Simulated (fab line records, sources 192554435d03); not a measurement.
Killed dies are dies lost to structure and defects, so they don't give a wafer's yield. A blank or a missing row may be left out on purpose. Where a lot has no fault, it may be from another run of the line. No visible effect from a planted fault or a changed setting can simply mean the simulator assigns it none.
Comparing a struck lot with a sound one -- flow n5Finfet -- 35 steps out of a route of 1938
Sound: these wafers, L892.2, L892.5, L892.6. Struck: wafers L900.3, L900.4, L900.6. The cause is given at the end.
Each step with rows lists, per side, the tool, then ch with its chambers, then its first start. Under that, the readings that differ: sound wafers -- struck wafers -- difference of the means -- sigmas: that difference in standard deviations of wafers without a fault.
alike: readings with means less than 2 such deviations apart, plus words and numbers identical on both sides. not compared: withheld readings, readings lacking a value on some wafer, bounds such as >300 that could conceal the same value, and numbers that have no deviation in the record and whose values overlap.
The two part at a step that has a row with sigmas, a row that says differs or no value, or rows on one side only. Numbers that don't overlap but have no deviation are shown without sigmas and don't part them. A reading missing from all wafers of one side parts the sides only when that side holds two or more wafers.

first, 8 steps without rows for these wafers: N5_BEOL_M3_ECD_50 (material Cu, target thk 300 nm); N5_BEOL_M3_ANNEAL_51 (time 90 s); N5_BEOL_M3_CMP_52 (polishes, stops on SiOC, t overpolish 6.8 s, target thk 40 nm); N5_BEOL_M3_PRE_CLEAN_60 (time 15 s); N5_BEOL_M3_CO_CAP_55 (material Co, precursor CCTBA/H2, target thk 2 nm, time 102.1 s); N5_BEOL_M3_PRE_CLEAN_56 (time 15 s); N5_BEOL_M3_DEP_57 (deposits SiCN from 3MS/NH3, target thk 8 nm, time 14 s); N5_BEOL_M4_ILD_DEP_00 (deposits SiOC from DEMS/O2, target thk 79 nm, time 15.3 s).
N5_BEOL_M4_PECVD_72: deposits SiO2 from TEOS/O2, target thk 16 nm, time 18 s.
  sound on pecvd-01 ch 0,1, day 11 16:15; struck on pecvd-03 ch 0,2, day 13 14:13
  alike: heaterPowerW, showerheadPlenumPTorr, throttleValvePct
then, 25 steps without rows for these wafers: N5_BEOL_M4_HM_DEP_02 (deposits TiN, target thk 20 nm); N5_BEOL_M4_COAT_61 (time 60 s, resist thk 60 nm); N5_BEOL_M4_COAT_62 (time 60 s, resist thk 12 nm); N5_BEOL_M4_COAT_73 (time 60 s, resist thk 5 nm); N5_BEOL_M4_COAT_05 (resist thk 30 nm); N5_BEOL_M4_EBR_07; N5_BEOL_M4_SOFTBAKE_06 (time 60 s); N5_BEOL_M4_EXPOSE_08 (exposes mask M4); N5_BEOL_M4_PEB_09 (peb time 60 s); N5_BEOL_M4_DEVELOP_10 (develop time 30 s); N5_BEOL_M4_DESCUM_16 (chemistry O2, time 7 s); N5_BEOL_M4_ETCH_74 (etches underlayer in N2/H2, target depth 6.5 nm, time 5.2 s); N5_BEOL_M4_ETCH_63 (etches SiARC in CF4, target depth 15.6 nm, time 26 s); N5_BEOL_M4_ETCH_64 (etches SOC in N2/H2, target depth 75 nm, overetch 22.5 nm, time 121.9 s); N5_BEOL_M4_STRIP_65 (strips in N2/H2); N5_BEOL_M4_STRIP_75 (strips in N2/H2); N5_BEOL_M4_STRIP_66 (strips in CF4); N5_BEOL_M4_HM_OPEN_17 (chemistry Cl2/BCl3, target TiN, target depth 20 nm, overetch 6 nm); N5_BEOL_M4_STRIP_19 (strips in O2); N5_BEOL_M4_COAT_67 (time 60 s, resist thk 60 nm); N5_BEOL_M4_COAT_68 (time 60 s, resist thk 12 nm); N5_BEOL_M4_COAT_76 (time 60 s, resist thk 5 nm); N5_BEOL_M4_COAT_22 (resist thk 30 nm); N5_BEOL_M4_EBR_24; N5_BEOL_M4_SOFTBAKE_23 (time 60 s).
-- the record jumps here: 5 days lie between the struck wafers' starts before and after (it left off in module BEOL_M4 and takes up again in module PASSIVATION, whose first step shown is number 1936 of the route) --
N5_PASSIVATION_PROBE_49:
  only the struck wafers here have rows in the record (prober-01, day 18 11:02); the sound ones have none

## WHERE THEY PART
N5_PASSIVATION_PROBE_49 only, going by this record.

WHY: what the simulator had put in
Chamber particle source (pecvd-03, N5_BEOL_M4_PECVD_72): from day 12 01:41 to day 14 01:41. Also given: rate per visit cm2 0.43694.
